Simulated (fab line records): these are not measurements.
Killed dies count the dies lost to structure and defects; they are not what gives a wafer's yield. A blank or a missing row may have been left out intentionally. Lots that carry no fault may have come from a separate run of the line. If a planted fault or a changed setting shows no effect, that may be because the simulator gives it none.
Chamber matching :: flow nand_harc :: NHARC_A_M0_DESCUM_14 on rie_diel-03: 4 sister chambers
The step chemistry O2, time 3 s. 8 wafers are shown with their chamber, then 12 later ones without.

== WAFERS WITH THEIR CHAMBER ==
wafer: L080.3
chamber: 3
showerhead_plenum_p_Torr (Torr): 1.93
drypump_motor_current_A (A): 5.5

wafer: L082.2
chamber: 3
showerhead_plenum_p_Torr (Torr): 1.93
drypump_motor_current_A (A): 5.4

wafer: L084.1
chamber: 2
showerhead_plenum_p_Torr (Torr): 2.03
drypump_motor_current_A (A): 5.5

wafer: L084.4
chamber: 1
showerhead_plenum_p_Torr (Torr): 1.92
drypump_motor_current_A (A): 5.8

wafer: L084.6
chamber: 2
showerhead_plenum_p_Torr (Torr): 2.02
drypump_motor_current_A (A): 5.5

wafer: L085.1
chamber: 0
showerhead_plenum_p_Torr (Torr): 1.97
drypump_motor_current_A (A): 6.1

wafer: L085.4
chamber: 0
showerhead_plenum_p_Torr (Torr): 1.97
drypump_motor_current_A (A): 6.1

wafer: L085.6
chamber: 1
showerhead_plenum_p_Torr (Torr): 1.92
drypump_motor_current_A (A): 5.8

== WAFERS WITH NO CHAMBER GIVEN ==
wafer: L094.1
showerhead_plenum_p_Torr (Torr): 1.93
drypump_motor_current_A (A): 5.4

wafer: L094.2
showerhead_plenum_p_Torr (Torr): 2.02
drypump_motor_current_A (A): 5.5

wafer: L094.3
showerhead_plenum_p_Torr (Torr): 1.97
drypump_motor_current_A (A): 6.1

wafer: L094.4
showerhead_plenum_p_Torr (Torr): 1.92
drypump_motor_current_A (A): 5.8

wafer: L094.5
showerhead_plenum_p_Torr (Torr): 1.97
drypump_motor_current_A (A): 6.1

wafer: L094.6
showerhead_plenum_p_Torr (Torr): 1.92
drypump_motor_current_A (A): 5.7

wafer: L096.3
showerhead_plenum_p_Torr (Torr): 1.92
drypump_motor_current_A (A): 5.7

wafer: L096.4
showerhead_plenum_p_Torr (Torr): 1.97
drypump_motor_current_A (A): 6.1

wafer: L096.6
showerhead_plenum_p_Torr (Torr): 1.92
drypump_motor_current_A (A): 5.7

wafer: L097.1
showerhead_plenum_p_Torr (Torr): 1.92
drypump_motor_current_A (A): 5.7

wafer: L097.2
showerhead_plenum_p_Torr (Torr): 1.97
drypump_motor_current_A (A): 6.1

wafer: L097.4
showerhead_plenum_p_Torr (Torr): 1.93
drypump_motor_current_A (A): 5.4

== CHAMBER TAKEN BY EACH ==
wafer: L094.1
from the rows above: 3
in truth: 3

wafer: L094.2
from the rows above: 2
in truth: 2

wafer: L094.3
from the rows above: 0
in truth: 0

wafer: L094.4
from the rows above: 1
in truth: 1

wafer: L094.5
from the rows above: 0
in truth: 0

wafer: L094.6
from the rows above: 1
in truth: 1

wafer: L096.3
from the rows above: 1
in truth: 1

wafer: L096.4
from the rows above: 0
in truth: 0

wafer: L096.6
from the rows above: 1
in truth: 1

wafer: L097.1
from the rows above: 1
in truth: 1

wafer: L097.2
from the rows above: 0
in truth: 0

wafer: L097.4
from the rows above: 3
in truth: 3
Correctly placed: 12 of 12. From these rows, 0 cannot be placed. Wrongly placed: 0.
How it was worked out, from the rows above alone: a wafer's distance from a chamber is the root of the sum, over the readings, of the square of ((its reading less the chamber's mean) divided by the reading's scatter). The wafer belongs to the nearest chamber; if the next one is less than 2 further off, it can't be placed. Each chamber's mean is taken over the wafers shown for it. How the scatter is found: for the shown wafers, subtract from each reading the mean of its chamber, square and add these, divide the total by (wafers less chambers), then take the root.
